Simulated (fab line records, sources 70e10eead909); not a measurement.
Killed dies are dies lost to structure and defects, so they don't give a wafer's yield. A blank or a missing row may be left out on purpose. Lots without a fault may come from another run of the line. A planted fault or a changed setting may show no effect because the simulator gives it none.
A struck lot beside a sound one | flow nand_harc | 19 steps out of a route of 1302
Sound: wafers L914.1, L914.2, L914.6. Struck: wafers L909.1, L909.5, L909.6. The cause comes at the end.
At each step with rows: each side's tool, then ch and its chambers, then its first start. Under that, the readings that differ: sound wafers | struck wafers | difference of the means | sigmas: that difference in standard deviations of wafers without a fault.
alike: readings whose means differ by less than 2 such deviations, and words and numbers that are the same on both sides. not compared: withheld readings, readings that some wafer has no value for, bounds like >300 that may hide the same value, and numbers for which the record gives no deviation and whose values overlap.
The two part at a step that has a row with sigmas, a row that says differs or no value, or rows on one side only. Numbers that don't overlap but have no deviation are shown without sigmas and don't part them. A reading that every wafer of one side lacks parts them only if that side has two wafers or more.

NHARC_P_ZERO_WELL_INSPECT_43:
  sound on defect_inspect-02, day 9 15:41; struck on defect_inspect-02, day 7 13:37
  alike: raw_defect_count
then, 11 steps without rows for these wafers: NHARC_P_STI_ETCH_26 (etches SiO2 in dHF, target depth 11 nm); NHARC_P_STI_PRECLEAN_27 (cleans in SC1); NHARC_P_STI_SRD_28; NHARC_P_STI_OXIDE_29 (material SiO2, target thk 10 nm, ox time 1362 s); NHARC_P_STI_HM_DEP_30 (deposits Si3N4, target thk 80 nm, time 873 s); NHARC_P_STI_DEHYDRATE_01 (time 120 s); NHARC_P_STI_HMDS_02 (time 30 s); NHARC_P_STI_COAT_41 (time 65 s); NHARC_P_STI_COAT_03 (resist thk 600 nm); NHARC_P_STI_SOFTBAKE_04 (time 70 s); NHARC_P_STI_EBR_05.
NHARC_P_STI_EXPOSE_06: exposes mask P STI, target cd 200 nm.
  sound on krf_scanner-02 ch 0, day 10 09:37; struck on krf_scanner-03 ch 0, day 8 05:17
  reading                       | sound                | struck            | difference | sigmas
  model.P_STI.overlay_x_nm (nm) | -6.861 -6.861 -6.861 | 21.38 21.38 21.38 | +28.24     |
  alike: mask, stage_vel_mm_s
then, 2 steps without rows for these wafers: NHARC_P_STI_PEB_07 (peb time 80 s); NHARC_P_STI_DEVELOP_08 (time 50 s).
NHARC_P_STI_CD_MEAS_09: target cd 200 nm.
  sound on cd_sem-02 ch 0, day 10 09:46; struck on cd_sem-01 ch 0, day 8 05:26
  alike: cd_nm
NHARC_P_STI_OVL_MEAS_10:
  sound on overlay-01, day 10 09:52; struck on overlay-01, day 8 05:31
  reading           | sound    | struck   | difference | sigmas
  overlay_x_nm (nm) | -7 -7 -7 | 21 21 22 | +28        | +5
  alike: overlay_y_nm
NHARC_P_STI_INSPECT_11:
  sound on defect_inspect-01, day 10 09:54; struck on defect_inspect-01, day 8 05:34
  alike: raw_defect_count
NHARC_END_SORT_01:
  the record has rows for the sound wafers here (prober-02 ch 0, day 32 03:20) and none for the struck ones

WHERE THEY PART
First at NHARC_P_STI_OVL_MEAS_10; last, within this record, at NHARC_END_SORT_01.

WHY: what the simulator had put in
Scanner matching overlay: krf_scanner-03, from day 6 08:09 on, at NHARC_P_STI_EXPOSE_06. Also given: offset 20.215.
